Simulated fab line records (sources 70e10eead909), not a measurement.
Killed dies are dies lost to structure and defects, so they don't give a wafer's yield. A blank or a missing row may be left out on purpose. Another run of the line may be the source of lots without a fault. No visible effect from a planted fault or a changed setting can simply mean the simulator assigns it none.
Chamber matching    flow nand-harc    NHARC_A_STAIRCASE_ETCHBACK_157 on rie-diel-13: 4 sister chambers
The step etches the open film in CH3F/O2, target depth 90 nm, time 167.14 s. 27 wafers are shown with their chamber, then 12 later ones without.

== WAFERS PAIRED WITH THEIR CHAMBERS ==
wafer   chamber  showerhead-plenum-p-Torr (Torr)  oes-product-au (a.u.)  rf-vpp-V (V)
L074.1  1        2.28                             0.99                   242.6
L074.5  2        2.47                             0.98                   244.4
L074.6  3        2.35                             0.99                   242.8
L078.2  2        2.46                             1.00                   244.5
L078.4  1        2.28                             0.99                   242.1
L078.5  3        2.35                             0.98                   242.0
L076.1  3        2.34                             0.92                   243.1
L076.3  0        2.47                             0.91                   244.8
L076.5  2        2.46                             0.93                   245.0
L080.1  0        2.46                             1.00                   243.9
L080.4  1        2.28                             0.99                   242.2
L080.5  3        2.34                             0.99                   243.5
L079.3  2        2.46                             0.91                   244.9
L079.5  0        2.46                             0.92                   244.0
L079.6  1        2.28                             0.92                   242.1
L086.2  3        2.34                             0.93                   243.4
L086.4  0        2.46                             0.93                   245.2
L086.5  2        2.45                             0.93                   244.0
L091.2  0        2.45                             0.94                   244.7
L091.3  2        2.45                             0.94                   243.2
L091.5  2        2.45                             0.94                   244.9
L090.2  1        2.65                             0.99                   248.3
L090.4  3        2.33                             0.99                   244.4
L090.5  2        2.45                             0.98                   244.1
L089.4  1        2.65                             1.00                   247.6
L089.5  2        2.45                             0.98                   241.8
L089.6  1        2.65                             0.99                   248.5

SIGNATURES (means of the wafers above)
reading                   chamber 0  chamber 1  chamber 2  chamber 3  scatter within a chamber
showerhead-plenum-p-Torr  2.4600     2.4386     2.4556     2.3417     0.101
oes-product-au            0.9400     0.9814     0.9544     0.9667     0.0312
rf-vpp-V                  244.520    244.771    244.089    243.200    1.78
Rule: a wafer lies at a distance from a chamber equal to the root of the sum of squares, over the readings, of (its reading less the chamber's mean, divided by the reading's scatter). If the next closest chamber is less than 2 further off than the closest, the wafer can't be placed; otherwise it belongs to the closest. The scatter is the square root of a quotient: the sum, over the shown wafers, of each reading's squared deviation from its chamber's mean, divided by wafers minus chambers.

== WAFERS MISSING THEIR CHAMBER ==
wafer   showerhead-plenum-p-Torr (Torr)  oes-product-au (a.u.)  rf-vpp-V (V)
L092.3  2.45                             0.99                   243.5
L092.5  2.45                             0.99                   243.3
L092.6  2.33                             0.99                   242.4
L096.2  2.44                             0.93                   243.3
L096.3  2.32                             0.92                   242.7
L096.5  2.44                             0.92                   244.9
L095.3  2.65                             0.93                   247.6
L095.5  2.32                             0.92                   243.2
L095.6  2.44                             0.93                   244.0
L097.2  2.64                             0.92                   247.6
L097.3  2.44                             0.91                   244.2
L097.5  2.44                             0.92                   242.4

== WHICH CHAMBER EACH ONE RAN IN ==
wafer   from the rows above                in truth
L092.3  can't be placed: 1 or 2 or 3 or 0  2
L092.5  can't be placed: 1 or 2 or 3 or 0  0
L092.6  can't be placed: 3 or 1 or 2 or 0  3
L096.2  can't be placed: 0 or 2 or 3 or 1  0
L096.3  can't be placed: 3 or 0 or 2 or 1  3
L096.5  can't be placed: 0 or 2 or 1 or 3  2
L095.3  can't be placed: 0 or 2 or 1 or 3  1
L095.5  can't be placed: 3 or 0 or 2 or 1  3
L095.6  can't be placed: 0 or 2 or 3 or 1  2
L097.2  can't be placed: 0 or 2 or 1 or 3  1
L097.3  can't be placed: 0 or 2 or 3 or 1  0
L097.5  can't be placed: 0 or 2 or 3 or 1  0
0 of 12 placed correctly. Can't be placed from these rows: 12 (the true chamber is among the candidates in 12). Number placed wrongly: 0.
